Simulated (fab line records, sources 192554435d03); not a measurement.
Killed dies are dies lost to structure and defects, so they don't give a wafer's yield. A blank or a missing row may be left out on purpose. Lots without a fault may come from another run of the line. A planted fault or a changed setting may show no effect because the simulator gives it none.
A struck lot beside a sound one | flow n5_finfet | 15 steps out of a route of 1938
Sound: wafers L295.1, L295.4, L295.5. Struck: wafers L309.1, L309.3, L309.6. The cause comes at the end.
At each step with rows: each side's tool, then ch and its chambers, then its first start. Under that, the readings that differ: sound wafers | struck wafers | difference of the means | sigmas: that difference in standard deviations of wafers without a fault.
alike: readings whose means differ by less than 2 such deviations, and words and numbers that are the same on both sides. not compared: withheld readings, readings that some wafer has no value for, bounds like >300 that may hide the same value, and numbers for which the record gives no deviation and whose values overlap.
The two part at a step that has a row with sigmas, a row that says differs or no value, or rows on one side only. Numbers that don't overlap but have no deviation are shown without sigmas and don't part them. A reading that every wafer of one side lacks parts them only if that side has two wafers or more.

first, 2 steps without rows for these wafers: N5_FIN_SAQP_ETCH_65 (etches SiO2 in CF4, target depth 4 nm, time 4.4 s); N5_FIN_SAQP_MANDREL_ETCH_58 (etches a-Si in HBr/Cl2, stops on SiNx, target depth 45 nm, bt time 10 s, time 27 s).
N5_FIN_SAQP_RECESS_63: chemistry HF/NH3, target SiO2, target depth 18 nm, afs cycles 3, sublimation time 60 s.
  sound on vapor_etch-02 ch 0,1, day 3 07:41; struck on vapor_etch-01 ch 0,1, day 6 18:31
  alike: drypump_motor_current_A
then, 1 step without rows for these wafers: N5_FIN_SAQP_COAT_68 (time 60 s, resist thk 100 nm).
N5_FIN_SAQP_ETCH_69: etches SOC in N2/H2, stops on SiNx, target depth 150 nm.
  sound on rie_diel-01 ch 1,2,3, day 3 08:08; struck on rie_diel-01 ch 0,1,3, day 6 18:58
  alike: drypump_motor_current_A, oes_product_au, rf_vpp_V, showerhead_plenum_p_Torr, throttle_valve_pct
  not compared: rf_hours_counter_h
then, 1 step without rows for these wafers: N5_FIN_SAQP_ETCH_67 (etches SiNx in CH3F/O2, target depth 30 nm).
N5_FIN_SAQP_STRIP_70: strips in N2/H2.
  sound on rie_diel-01 ch 1,2,3, day 3 08:14; struck on rie_diel-01 ch 0,1,3, day 6 19:04
  alike: drypump_motor_current_A, oes_product_au, power_w, rf_vpp_V, showerhead_plenum_p_Torr, throttle_valve_pct
  not compared: rf_hours_counter_h
then, 1 step without rows for these wafers: N5_FIN_SAQP_RECESS_71 (chemistry HF/NH3, target SiO2, target depth 3 nm, afs cycles 1, sublimation time 60 s).
N5_FIN_SAQP_SPACER2_ALD_28: deposits SiO2, target thk 8.1 nm, pulse time 1 s, purge time 2 s.
  sound on ald_sin-02 ch 0,1,3, day 3 08:27; struck on ald_sin-03 ch 0,1, day 6 19:16
  alike: heater_power_w, precursor_pulse_height_rel
N5_FIN_SAQP_SPACER2_ETCHBACK_29: etches SiO2 in CHF3/O2, target depth 12.2 nm, time 6.1 s.
  sound on rie_diel-01 ch 0,2,3, day 3 08:46; struck on rie_diel-02 ch 1,2,3, day 6 19:35
  alike: drypump_motor_current_A, oes_product_au, rf_vpp_V, showerhead_plenum_p_Torr, throttle_valve_pct
  not compared: rf_hours_counter_h
then, 1 step without rows for these wafers: N5_FIN_SAQP_MANDREL2_REMOVE_60 (chemistry HBr/Cl2/O2, target a-Si, stops on SiNx, bt time 10 s).
N5_FIN_SAQP_CD_MEAS_31: target cd 8 nm.
  sound on cd_sem-02 ch 0, day 3 08:58; struck on cd_sem-02 ch 0, day 6 19:47
  alike: cd_nm
N5_FIN_SAQP_HM_OPEN_33: chemistry CH3F/O2, target SiNx, target depth 49.4 nm, time 70.6 s.
  sound on rie_diel-04 ch 1,2,3, day 3 09:01; struck on rie_diel-01 ch 1,3, day 6 20:01
  reading               | sound          | struck         | difference | sigmas
  etch_rf_on_time_s (s) | 69.6 69.5 69.9 | 83.1 83.7 84.1 | +14.0      | +11
  oes_product_au (a.u.) | 0.76 0.82 0.68 | 0.62 0.53 0.62 | -0.16      | -2
  alike: drypump_motor_current_A, rf_vpp_V, showerhead_plenum_p_Torr, throttle_valve_pct
  not compared: rf_hours_counter_h
then, 1 step without rows for these wafers: N5_FIN_SAQP_ETCH_34 (etches SiO2 in C4F6/O2, target depth 45 nm, time 15 s).
-- the record jumps here: 6 days lie between the struck wafers' starts before and after (it left off in module FIN_SAQP and takes up again in module BEOL_M4, whose first step shown is number 1111 of the route) --
N5_BEOL_M4_RC_MEAS_101:
  sound on prober-02 ch 0, day 9 23:12; struck on prober-02 ch 0, day 12 11:07
  reading   | sound          | struck         | difference | sigmas
  VT_P (mV) | -252 -257 -256 | -248 -246 -248 | +8         | +2
  alike: DIBL_N, DIBL_P, IOFF_N, IOFF_P, ION_N, ION_P, SS_N, SS_P, VT_N

WHERE THEY PART
First at N5_FIN_SAQP_HM_OPEN_33; last, within this record, at N5_BEOL_M4_RC_MEAS_101.

WHY: what the simulator had put in
Process parameter drift: rie_diel-01, from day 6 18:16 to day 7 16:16, at N5_FIN_SAQP_HM_OPEN_33. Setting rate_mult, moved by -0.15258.
